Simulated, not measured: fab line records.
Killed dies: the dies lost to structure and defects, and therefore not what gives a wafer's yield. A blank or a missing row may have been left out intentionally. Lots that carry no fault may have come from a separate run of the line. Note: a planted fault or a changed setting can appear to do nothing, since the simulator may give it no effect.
Split-lot trial -- flow n5-finfet -- 21 wafers read from 7 lots, route of 1938 steps

## THE SPLIT
At N5_BEOL_M2_ETCH_64 (etches SOC in N2/H2, target depth 75 nm, overetch 22.5 nm, time 121.9 s), the setting bias-w was moved away from the recipe's 150 W on 9 of the 21 wafers read, by -17.7% to +17.9%. The other wafers ran this setting at the recipe's value.

The reading is taken at the split's own step.

## THE READING
rf-vpp-V, in V, at N5_BEOL_M2_ETCH_64 (etches SOC in N2/H2, target depth 75 nm, overetch 22.5 nm, time 121.9 s). A value of 524.6 V with a standard deviation of 2.3 V is what fault-free wafers of this fab line usually give.

wafer,"tool, chamber at the split","bias-w as run, W",against the recipe,"rf-vpp-V, V",against lot-mates on the recipe
L078.2,"rie-diel-04, 1",125.9,-16.1%,470.5,-54.6
L078.4,"rie-diel-04, 3",150,recipe,526.3,-
L078.5,"rie-diel-04, 0",150,recipe,524.0,-
L080.1,"rie-diel-04, 3",150,recipe,525.5,-
L080.4,"rie-diel-04, 1",123.4,-17.7%,463.7,-62.1
L080.6,"rie-diel-04, 3",150,recipe,526.1,-
L083.2,"rie-diel-04, 0",176.9,+17.9%,580.5,+53.5
L083.3,"rie-diel-04, 3",150,recipe,527.0,-
L083.6,"rie-diel-04, 2",176.9,+17.9%,581.4,+54.4
L084.1,"rie-diel-05, 1",150,recipe,521.9,-
L084.3,"rie-diel-05, 2",150,recipe,527.3,-
L084.4,"rie-diel-05, 0",173,+15.3%,570.0,+45.4
L087.3,"rie-diel-05, 0",150,recipe,522.7,-
L087.4,"rie-diel-05, 0",172.6,+15.1%,570.5,+47.8
L087.6,"rie-diel-05, 3",172.6,+15.1%,576.6,+53.9
L095.1,"rie-diel-02, 0",150,recipe,519.5,-
L095.3,"rie-diel-02, 3",133,-11.3%,487.4,-32.1
L095.6,"rie-diel-02, 3",133,-11.3%,487.3,-32.2
L097.4,"rie-diel-05, 2",150,recipe,524.0,-
L097.5,"rie-diel-05, 2",150,recipe,525.6,-
L097.6,"rie-diel-05, 3",150,recipe,527.6,-

FIT RESULTS
A straight line over all 21 wafers: rf-vpp-V changes by +3.24 V for each +1% of bias-w; r = +1.00; the points scatter about the line by 2.5 V.
The same after taking each lot's own level away (the mean of its wafers on the recipe; 21 wafers): +3.18 V for each +1%; r = +1.00; scatter 2.9 V.
According to that fit, moving bias-w by its largest amount changes the reading by 57 V.
From 519.50 to 527.00 V: that is the span of the lots' own levels, equal to 3.3 times the standard deviation above.
The two slopes are in agreement: the lot-to-lot level therefore moves the slope only a little.
Check: with one of the wafers moved furthest among these (+17.9%) left out of the fit, the line predicts +57.5 V for it against its lot-mates. It came out at +53.5 V against them.
Tool readings at the split's step, against how far the setting was moved: rf-vpp-V r = +1.00.

## THE OTHER SPLITS THESE WAFERS WENT THROUGH
These wafers also went through other splits before the reading. Each is held against what the fit with the lots' levels taken away leaves over:
other split on the same wafers,wafers away from the commonest value,r with rf-vpp-V (lot level and that fit taken away)
N5_BEOL_M1_HM_DEP_02 target-thk-a,10,+0.27

## THE WHOLE CHAIN: every reading that the file lists as answering this split, in the file's order
step,what it does,reading,change (the file's fit),r (the file's)
N5_BEOL_M2_ETCH_64,"etches SOC in N2/H2, target depth 75 nm, overetch 22.5 nm, time 121.9 s",rf-vpp-V,+3.22 V for each +1% of the setting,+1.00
N5_BEOL_M2_ETCH_64,"etches SOC in N2/H2, target depth 75 nm, overetch 22.5 nm, time 121.9 s","SiARC_of_BEOL_M2_COAT_62.thk-nm (the simulator's own value, which no gauge read)",-0.0708 nm for each +1% of the setting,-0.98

## FILE'S OWN FIT
rf-vpp-V changes by +3.22 V for each +1% of bias-w, r = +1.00.
